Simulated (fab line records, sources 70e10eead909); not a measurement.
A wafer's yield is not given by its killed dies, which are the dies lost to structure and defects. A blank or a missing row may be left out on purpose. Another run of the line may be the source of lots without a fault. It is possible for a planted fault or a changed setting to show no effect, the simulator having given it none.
fab line records | flow nand_harc | part 2 of 2: steps 18 to 26 of 26
[record] lots = 5 | wafers = 15 | last_day = 30
route steps=1302 shown A_STAIRCASE@693
lots with no fault: from the same line, run without faults
start_h: hours from the record's first day to the start of the lot's first wafer shown | wait_h: time in hours since the lot's previous step | " the same as in the row above | L1.1+2: several wafers, shown together as one row | - either no value or no given start | * or withheld: withheld | < > ~ a bound
route shown NAME@n: names a module that has steps shown in the file, with the first one's number in the route | usual: the fault-free wafers' mean and standard deviation | same: alike in all rows | chamber/n: place in a boat | sites: the reading at each site | _std_site: standard deviation across them | _edge_site: the outer-site mean with the inner-site mean subtracted | radius_mm: how far each site lies from the wafer's centre | mask NAME#n: copy n | behind: the tool/chamber that last shaped the wafer | hold: the reason the lot was held/the length of the hold in hours/how it ended | device: whichever transistor did not switch (one of n, p or np) | end of line: the route-end tests of the same wafers | where a step has no rows: the recipe by itself | killed: dies lost to structure and defects at the first sort, not the wafer's yield | map: a wafer's dies, marking killed ones x, the rest . and places with no die _
set.NAME: the setting that was run; set.NAME@STEP: the one run at that earlier step | model.NAME: the simulator's own value behind a step, which no gauge read
lots at selected steps of the route; one table per step, one row per wafer
services: the hour from which a tool's chamber was out of use, counted from the record's first day as start_h (under 0 if before that day), plus the number of hours and why
[[steps]]
[step NHARC_A_STAIRCASE_TRIM_198]
[recipe] time_s = 211.2 | o2_flow_sccm = 500 | ar_flow_sccm = 0 | bias_w = 0 | chemistry = O2
[usual] drypump_motor_current_A = 5.84/0.3 | oes_product_au = 1.002/0.011 | rf_vpp_V = 57.7/1 | showerhead_plenum_p_Torr = 3.53/0.19 | throttle_valve_pct = 17.035/0.0093
lot.wafer | tool        | chamber | start_h | wait_h | drypump_motor_current_A | oes_product_au | rf_hours_counter_h | rf_vpp_V | showerhead_plenum_p_Torr | throttle_valve_pct
L076.3    | rie_diel-12 | 2       | -       | -      | 6.27                    | 1.015          | 49                 | 56.9     | 3.39                     | 17.051
L076.4    | "           | 0       | "       | "      | 5.92                    | 0.992          | 40                 | 58.0     | 3.78                     | 17.034
L076.6    | "           | 1       | "       | "      | 5.76                    | 0.987          | -                  | 57.3     | 3.65                     | 17.032
L078.4    | rie_diel-12 | 0       | -       | -      | 5.93                    | 0.989          | 44                 | 57.7     | 3.78                     | 17.033
L078.2    | "           | 2       | "       | "      | 6.19                    | 1.005          | 52                 | 58.5     | 3.39                     | 17.040
L078.6    | "           | 0       | "       | "      | 5.93                    | 0.981          | -                  | 58.8     | 3.78                     | 17.048
L083.3    | rie_diel-01 | 1       | -       | -      | 6.39                    | 1.006          | 24                 | 56.2     | 3.33                     | 17.051
L083.1    | "           | 2       | "       | "      | 5.69                    | 1.010          | 20                 | 56.0     | 3.28                     | 17.030
L083.5    | "           | 1       | "       | "      | 6.37                    | 1.005          | -                  | 57.0     | 3.33                     | 17.030
L086.2    | rie_diel-12 | 2       | -       | -      | 6.26                    | 1.007          | 7                  | 57.4     | 3.38                     | 17.032
L086.4    | "           | 3       | "       | "      | 5.83                    | 1.007          | 7                  | 59.1     | 3.80                     | 17.042
L086.1    | "           | 0       | "       | "      | 5.91                    | 0.992          | 8                  | 57.5     | 3.77                     | 17.040
L090.2    | rie_diel-01 | 3       | 512.23  | 0.2    | 5.81                    | 1.013          | 41                 | 57.9     | 3.76                     | 17.023
L090.4    | "           | 2       | "       | "      | 5.69                    | 1.011          | -                  | 56.6     | 3.27                     | 17.032
L090.6    | "           | 3       | "       | "      | 5.80                    | 1.021          | -                  | 58.2     | 3.76                     | 17.040
[step NHARC_A_STAIRCASE_ETCH_199]
[recipe] target_depth_a = 1000 | time_s = 40.5 | ion_energy_ev = 400 | c4f8_flow_sccm = 20 | o2_flow_sccm = 10 | ar_flow_sccm = withheld | rf_w = 600 | bias_w = 1000 | chemistry = C4F8/O2
[usual] oes_product_au = 0.948/0.013 | rf_vpp_V = 895/6.9
lot.wafer | tool        | chamber | start_h | wait_h | oes_product_au | rf_hours_counter_h | rf_vpp_V
L076.4    | rie_diel-12 | 1       | -       | -      | 0.937          | 48                 | 900
L076.3    | "           | 0       | "       | "      | 0.957          | 40                 | 904
L076.6    | "           | 2       | "       | "      | 0.940          | -                  | 891
L078.2    | rie_diel-12 | 0       | -       | -      | 0.951          | 44                 | 905
L078.4    | "           | 1       | "       | "      | 0.946          | 52                 | 901
L078.6    | "           | 3       | "       | "      | 0.954          | -                  | 887
L083.3    | rie_diel-01 | 1       | -       | -      | 0.960          | 24                 | 888
L083.1    | "           | 2       | "       | "      | 0.972          | 20                 | 887
L083.5    | "           | 0       | "       | "      | 0.931          | -                  | 897
L086.4    | rie_diel-12 | 0       | -       | -      | 0.944          | 8                  | 905
L086.2    | "           | 1       | "       | "      | 0.937          | 6                  | 899
L086.1    | "           | 2       | "       | "      | 0.959          | 7                  | 890
L090.2    | rie_diel-01 | 3       | -       | -      | 0.941          | 41                 | 904
L090.4    | "           | 2       | "       | "      | 0.934          | -                  | 886
L090.6    | "           | 3       | "       | "      | 0.946          | -                  | 903
[step NHARC_A_STAIRCASE_TRIM_200]
[recipe] time_s = 211.2 | o2_flow_sccm = 500 | ar_flow_sccm = 0 | bias_w = 0 | chemistry = O2
[usual] drypump_motor_current_A = 5.83/0.3 | oes_product_au = 1.003/0.012 | rf_vpp_V = 57.8/0.95 | showerhead_plenum_p_Torr = 3.53/0.2 | throttle_valve_pct = 17.036/0.0097
lot.wafer | tool        | chamber | start_h | wait_h | drypump_motor_current_A | oes_product_au | rf_hours_counter_h | rf_vpp_V | showerhead_plenum_p_Torr | throttle_valve_pct
L076.4    | rie_diel-12 | 2       | -       | -      | 6.21                    | 1.010          | 49                 | 56.9     | 3.39                     | 17.030
L076.3    | "           | 3       | "       | "      | 5.79                    | 1.007          | 41                 | 55.4     | 3.28                     | 17.045
L076.6    | "           | 0       | "       | "      | 5.92                    | 0.992          | -                  | 59.0     | 3.78                     | 17.022
L078.2    | rie_diel-12 | 0       | -       | -      | 5.91                    | 0.985          | 44                 | 59.0     | 3.78                     | 17.038
L078.4    | "           | 1       | "       | "      | 5.77                    | 0.976          | 52                 | 59.7     | 3.65                     | 17.038
L078.6    | "           | 3       | "       | "      | 5.80                    | 0.996          | -                  | 58.1     | 3.28                     | 17.014
L083.1    | rie_diel-01 | 2       | -       | -      | 5.68                    | 1.016          | 20                 | 57.7     | 3.28                     | 17.030
L083.3    | "           | 1       | "       | "      | 6.37                    | 1.013          | 24                 | 58.9     | 3.33                     | 17.049
L083.5    | "           | 3       | "       | "      | 5.84                    | 1.011          | -                  | 58.2     | 3.77                     | 17.044
L086.2    | rie_diel-12 | 0       | -       | -      | 5.93                    | 0.998          | 8                  | 58.6     | 3.77                     | 17.035
L086.4    | "           | 1       | "       | "      | 5.78                    | 0.985          | 6                  | 57.5     | 3.64                     | 17.044
L086.1    | "           | 3       | "       | "      | 5.78                    | 1.008          | 7                  | 60.5     | 3.80                     | 17.035
L090.2    | rie_diel-01 | 3       | -       | -      | 5.76                    | 1.018          | 41                 | 56.9     | 3.76                     | 17.039
L090.4    | "           | 2       | "       | "      | 5.71                    | 1.014          | -                  | 56.9     | 3.27                     | 17.042
L090.6    | "           | 3       | "       | "      | 5.79                    | 1.020          | -                  | 58.2     | 3.76                     | 17.021
[step NHARC_A_STAIRCASE_ETCH_201]
[recipe] target_depth_a = 1000 | time_s = 40.5 | ion_energy_ev = 400 | c4f8_flow_sccm = 20 | o2_flow_sccm = 10 | ar_flow_sccm = withheld | rf_w = 600 | bias_w = 1000 | chemistry = C4F8/O2
[usual] oes_product_au = 0.947/0.013 | rf_vpp_V = 896/7.2
lot.wafer | tool        | chamber | start_h | wait_h | oes_product_au | rf_hours_counter_h | rf_vpp_V
L076.4    | rie_diel-12 | 1       | -       | -      | 0.935          | 48                 | 899
L076.3    | "           | 3       | "       | "      | 0.965          | 41                 | 888
L076.6    | "           | 0       | "       | "      | 0.945          | -                  | 905
L078.4    | rie_diel-12 | 0       | -       | -      | 0.939          | 44                 | 905
L078.2    | "           | 2       | "       | "      | 0.961          | 52                 | 890
L078.6    | "           | 0       | "       | "      | 0.941          | -                  | 905
L083.1    | rie_diel-01 | 3       | -       | -      | 0.956          | 23                 | 906
L083.3    | "           | 1       | "       | "      | 0.954          | 24                 | 889
L083.5    | "           | 3       | "       | "      | 0.949          | -                  | 904
L086.4    | rie_diel-12 | 1       | -       | -      | 0.916          | 6                  | 900
L086.1    | "           | 2       | "       | "      | 0.955          | 7                  | 891
L086.2    | "           | 3       | "       | "      | 0.953          | 7                  | 906
L090.2    | rie_diel-01 | 3       | -       | -      | 0.955          | 41                 | 904
L090.4    | "           | 3       | "       | "      | 0.963          | -                  | 904
L090.6    | "           | 2       | "       | "      | 0.946          | -                  | 886
[step NHARC_A_STAIRCASE_TRIM_202]
[recipe] time_s = 211.2 | o2_flow_sccm = 500 | ar_flow_sccm = 0 | bias_w = 0 | chemistry = O2
[usual] drypump_motor_current_A = 5.8/0.3 | oes_product_au = 1.004/0.013 | rf_vpp_V = 57.7/0.97 | showerhead_plenum_p_Torr = 3.52/0.2 | throttle_valve_pct = 17.037/0.0086
lot.wafer | tool        | chamber | start_h | wait_h | drypump_motor_current_A | oes_product_au | rf_hours_counter_h | rf_vpp_V | showerhead_plenum_p_Torr | throttle_valve_pct
L076.4    | rie_diel-12 | 2       | -       | -      | 6.3                     | 1.010          | 49                 | 56.4     | 3.39                     | 17.030
L076.3    | "           | 3       | "       | "      | 5.8                     | 1.011          | 41                 | 56.7     | 3.28                     | 17.041
L076.6    | "           | 2       | "       | "      | 6.3                     | 1.009          | -                  | 56.3     | 3.39                     | 17.031
L078.2    | rie_diel-12 | 1       | -       | -      | 5.8                     | 0.985          | 52                 | 57.8     | 3.65                     | 17.041
L078.4    | "           | 3       | "       | "      | 5.8                     | 1.004          | 45                 | 57.6     | 3.28                     | 17.029
L078.6    | "           | 1       | "       | "      | 5.8                     | 0.982          | -                  | 57.7     | 3.65                     | 17.040
L083.1    | rie_diel-01 | 0       | -       | -      | 5.4                     | 0.997          | 26                 | 58.1     | 3.55                     | 17.052
L083.3    | "           | 3       | "       | "      | 5.8                     | 1.013          | 23                 | 58.1     | 3.77                     | 17.017
L083.5    | "           | 0       | "       | "      | 5.4                     | 0.993          | -                  | 57.1     | 3.55                     | 17.047
L086.2    | rie_diel-12 | 1       | -       | -      | 5.8                     | 0.978          | 6                  | 57.8     | 3.64                     | 17.033
L086.4    | "           | 3       | "       | "      | 5.8                     | 1.003          | 7                  | 57.9     | 3.80                     | 17.023
L086.1    | "           | 0       | "       | "      | 5.9                     | 0.982          | 8                  | 57.7     | 3.77                     | 17.038
L090.2    | rie_diel-01 | 3       | -       | -      | 5.8                     | 1.017          | 41                 | 58.0     | 3.76                     | 17.034
L090.4    | "           | 3       | "       | "      | 5.8                     | 1.016          | -                  | 58.6     | 3.76                     | 17.040
L090.6    | "           | 2       | "       | "      | 5.7                     | 1.009          | -                  | 57.5     | 3.27                     | 17.045
[step NHARC_A_STAIRCASE_ETCH_203]
[recipe] target_depth_a = 1000 | time_s = 40.5 | ion_energy_ev = 400 | c4f8_flow_sccm = 20 | o2_flow_sccm = 10 | ar_flow_sccm = withheld | rf_w = 600 | bias_w = 1000 | chemistry = C4F8/O2
[usual] oes_product_au = 0.947/0.011 | rf_vpp_V = 895/7.2
lot.wafer | tool        | chamber | start_h | wait_h | oes_product_au | rf_hours_counter_h | rf_vpp_V
L076.4    | rie_diel-12 | 2       | -       | -      | 0.948          | 49                 | 891
L076.3    | "           | 3       | "       | "      | 0.942          | 41                 | 888
L076.6    | "           | 2       | "       | "      | 0.945          | -                  | 891
L078.2    | rie_diel-12 | 3       | -       | -      | 0.951          | 45                 | 887
L078.4    | "           | 1       | "       | "      | 0.943          | 52                 | 900
L078.6    | "           | 3       | "       | "      | 0.951          | -                  | 887
L083.1    | rie_diel-01 | 1       | -       | -      | 0.946          | 24                 | 890
L083.3    | "           | 3       | "       | "      | 0.955          | 23                 | 904
L083.5    | "           | 1       | "       | "      | 0.956          | -                  | 890
L086.4    | rie_diel-12 | 0       | -       | -      | 0.934          | 8                  | 906
L086.2    | "           | 1       | "       | "      | 0.930          | 6                  | 899
L086.1    | "           | 2       | "       | "      | 0.952          | 7                  | 890
L090.2    | rie_diel-01 | 2       | -       | -      | 0.933          | 41                 | 888
L090.4    | "           | 2       | "       | "      | 0.941          | -                  | 886
L090.6    | "           | 3       | "       | "      | 0.947          | -                  | 904
[step NHARC_A_STAIRCASE_STRIP_205]
[recipe] power_w = 1500 | temp_c = 250 | chemistry = O2
[usual] drypump_motor_current_A = 5.29/0.29 | heater_power_w = 334/43
lot.wafer | tool            | chamber | start_h | wait_h | drypump_motor_current_A | heater_power_w | rf_hours_counter_h
L076.3    | plasma_asher-01 | 1       | 381.44  | 0.2    | 5.47                    | 271            | -
L076.4    | "               | 0       | "       | "      | 5.50                    | 361            | -
L076.6    | "               | 0       | "       | "      | 5.54                    | 358            | -
L078.2    | plasma_asher-01 | 0       | 396.56  | 0.1    | 5.55                    | 359            | 9
L078.4    | "               | 0       | "       | "      | 5.58                    | 358            | -
L078.6    | "               | 1       | "       | "      | 5.45                    | 269            | -
L083.1    | plasma_asher-01 | 0       | 458.53  | 0.1    | 5.53                    | 363            | 23
L083.3    | "               | 0       | "       | "      | 5.52                    | 356            | -
L083.5    | "               | 1       | "       | "      | 5.45                    | 268            | -
L086.1    | plasma_asher-01 | 1       | 478.64  | 0.1    | 5.46                    | 274            | 28
L086.2    | "               | 0       | "       | "      | 5.58                    | 365            | 28
L086.4    | "               | 1       | "       | "      | 5.46                    | 274            | -
L090.2    | plasma_asher-01 | 0       | 513.82  | 0.1    | 5.51                    | 354            | 34
L090.4    | "               | 1       | "       | "      | 5.44                    | 268            | -
L090.6    | "               | 0       | "       | "      | 5.55                    | 359            | -
[step NHARC_A_STAIRCASE_STRIP_206]
[recipe] time_s = 900 | temp_c = 130 | chemistry = SPM
lot.wafer  | tool         | chamber | start_h | wait_h
L076.4+6+3 | wet_bench-04 | 4,7,0   | 381.70  | 0.2
L078.4+2+6 | wet_bench-02 | 5,6,1   | 396.85  | 0.2
L083.3+5+1 | wet_bench-02 | 3,5,7   | 458.84  | 0.2
L086.1+2+4 | wet_bench-07 | 2,4,6   | 478.99  | 0.3
L090.6+2+4 | wet_bench-04 | 1,4,6   | 514.17  | 0.1
[step NHARC_A_STAIRCASE_PRECLEAN_207]
[recipe] time_s = * | temp_c = 50 | bath_age_min = 0 | chemistry = SC1
lot.wafer  | tool         | chamber | start_h | wait_h
L076.4+6+3 | wet_bench-04 | 4,7,0   | -       | -
L078.4+2+6 | wet_bench-02 | 5,6,1   | -       | -
L083.3+5+1 | wet_bench-02 | 3,5,7   | -       | -
L086.1+2+4 | wet_bench-07 | 2,4,6   | -       | -
L090.6+2+4 | wet_bench-04 | 1,4,6   | -       | -
[[services]]
tool           | chamber | start_h | hours | kind
rie_diel-06    | 3       | 365.97  | 9.2   | repair
rie_diel-01    | 3       | 377.64  | 4.2   | repair
rie_diel-01    | -       | 381.57  | 9.0   | pm
krf_scanner-03 | -       | 401.60  | 4.0   | pm
rie_diel-01    | 0       | 401.71  | 7.1   | repair
litho_track-02 | -       | 402.00  | 7.0   | pm
wet_bench-04   | -       | 403.24  | 8.0   | pm
wet_bench-04   | -       | 412.34  | 2.0   | repair
wet_bench-02   | -       | 420.00  | 8.0   | pm
krf_scanner-02 | -       | 423.02  | 3.9   | repair
litho_track-07 | -       | 426.00  | 7.0   | pm
krf_scanner-02 | -       | 438.03  | 4.0   | pm
rie_diel-06    | -       | 441.74  | 0.7   | repair
rie_diel-12    | -       | 445.49  | 9.0   | pm
litho_track-03 | -       | 450.00  | 7.0   | pm
rie_diel-01    | -       | 451.33  | 0.6   | repair
rie_diel-12    | 1       | 466.41  | 5.9   | repair
rie_diel-06    | -       | 484.22  | 9.0   | pm
rie_diel-06    | 3       | 496.22  | 11.6  | repair
wet_bench-07   | -       | 503.57  | 1.5   | repair
krf_scanner-02 | -       | 505.01  | 1.7   | repair
rie_diel-01    | 0       | 510.51  | 23.1  | repair
rie_diel-01    | 1       | 511.08  | 4.7   | repair
wet_bench-07   | -       | 512.27  | 8.0   | pm
